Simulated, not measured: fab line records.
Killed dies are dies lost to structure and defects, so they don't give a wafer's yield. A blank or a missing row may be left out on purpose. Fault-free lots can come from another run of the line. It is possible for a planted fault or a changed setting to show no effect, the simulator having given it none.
Chamber matching + flow n5 finfet + rie diel-04 running N5_SDB_STRIP_21: 4 sister chambers
The step strips in CF4. 14 wafers are shown with their chamber, then 7 later ones without.

WAFERS, EACH WITH ITS CHAMBER
| wafer  | chamber | drypump motor current A (A) | throttle valve pct (%) | showerhead plenum p Torr (Torr) |
|--------|---------|-----------------------------|------------------------|---------------------------------|
| L076.1 | 2       | 5.4                         | 13.99                  | 1.86                            |
| L076.2 | 0       | 6.4                         | 13.92                  | 1.70                            |
| L076.4 | 3       | 6.4                         | 13.41                  | 1.87                            |
| L078.1 | 1       | 5.3                         | 13.23                  | 1.81                            |
| L078.3 | 3       | 6.5                         | 13.41                  | 1.86                            |
| L078.5 | 2       | 5.4                         | 14.00                  | 1.86                            |
| L081.1 | 3       | 6.5                         | 13.43                  | 1.86                            |
| L081.3 | 2       | 5.4                         | 14.03                  | 1.85                            |
| L081.6 | 3       | 6.4                         | 13.43                  | 1.86                            |
| L083.1 | 0       | 6.4                         | 13.93                  | 1.70                            |
| L083.4 | 2       | 5.5                         | 14.02                  | 1.85                            |
| L083.6 | 1       | 5.3                         | 13.26                  | 1.81                            |
| L092.1 | 1       | 5.3                         | 13.31                  | 1.80                            |
| L092.2 | 0       | 6.4                         | 13.39                  | 1.91                            |

SIGNATURES (averages over the wafers above)
| reading                  | chamber 0 | chamber 1 | chamber 2 | chamber 3 | scatter within a chamber |
|--------------------------|-----------|-----------|-----------|-----------|--------------------------|
| drypump motor current A  | 6.400     | 5.300     | 5.425     | 6.450     | 0.0418                   |
| throttle valve pct       | 13.7467   | 13.2667   | 14.0100   | 13.4200   | 0.14                     |
| showerhead plenum p Torr | 1.7700    | 1.8067    | 1.8550    | 1.8625    | 0.0544                   |
Rule: a wafer lies at a distance from a chamber equal to the root of the sum of squares, over the readings, of (its reading less the chamber's mean, divided by the reading's scatter). The wafer belongs to the nearest chamber; if the next one is less than 2 further off, it can't be placed. The scatter: the root of (the sum of the squares of (reading less its chamber's mean) over the shown wafers, divided by (wafers less chambers)).

WAFERS MISSING THEIR CHAMBER
| wafer  | drypump motor current A (A) | throttle valve pct (%) | showerhead plenum p Torr (Torr) |
|--------|-----------------------------|------------------------|---------------------------------|
| L092.5 | 5.3                         | 13.28                  | 1.80                            |
| L093.1 | 5.4                         | 14.08                  | 1.85                            |
| L093.3 | 5.3                         | 13.30                  | 1.80                            |
| L093.5 | 5.4                         | 14.07                  | 1.85                            |
| L094.1 | 6.4                         | 13.43                  | 1.90                            |
| L094.4 | 5.3                         | 13.32                  | 1.80                            |
| L094.5 | 5.4                         | 14.09                  | 1.84                            |

THE CHAMBER EACH PASSED THROUGH
| wafer  | from the rows above     | in truth |
|--------|-------------------------|----------|
| L092.5 | 1                       | 1        |
| L093.1 | 2                       | 2        |
| L093.3 | 1                       | 1        |
| L093.5 | 2                       | 2        |
| L094.1 | can't be placed: 3 or 0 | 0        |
| L094.4 | 1                       | 1        |
| L094.5 | 2                       | 2        |
6 of 7 placed correctly. Unplaceable from these rows: 1, with the true chamber sitting among the candidates in 1. 0 placed wrongly.
